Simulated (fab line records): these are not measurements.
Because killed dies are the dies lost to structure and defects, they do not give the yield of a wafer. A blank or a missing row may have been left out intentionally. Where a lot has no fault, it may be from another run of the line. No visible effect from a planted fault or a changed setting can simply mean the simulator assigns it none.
Chamber matching -- flow n5_finfet -- 3 sister chambers for N5_BEOL_M8_ILD_DEP_00 on pecvd-03
The step deposits SiCOH lowk from DEMS/porogen, target thk 179.75 nm, time 33.4 s. 3 wafers are shown with their chamber, then 7 later ones without.

## WAFERS PAIRED WITH THEIR CHAMBERS
wafer,chamber,throttle_valve_pct (%)
L075.6,0,13.2
L083.2,2,14.1
L083.5,1,14.7

## WAFERS WHOSE CHAMBER IS MISSING
wafer,throttle_valve_pct (%)
L083.6,14.1
L084.1,15.0
L084.3,13.1
L084.4,13.1
L094.2,13.3
L094.3,14.4
L094.5,13.2

## CHAMBER TAKEN BY EACH
wafer,from the rows above,in truth
L083.6,2,2
L084.1,1,1
L084.3,0,0
L084.4,0,0
L094.2,0,0
L094.3,can't be placed: 1 or 2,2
L094.5,0,0
Placed correctly: 6 of 7. Cannot be placed on the basis of these rows: 1; the candidates contain the true chamber in 1. 0 placed wrongly.
How it was worked out, from the rows above alone: a wafer's distance from a chamber is the root of the sum, over the readings, of the square of ((its reading less the chamber's mean) divided by the reading's scatter). If the next closest chamber is less than 2 further off than the closest, the wafer can't be placed; otherwise it belongs to the closest. A chamber's mean is the mean of its shown wafers. The scatter: root of mean squared gap, hidden wafer to nearest shown wafer, with one shown wafer a chamber.
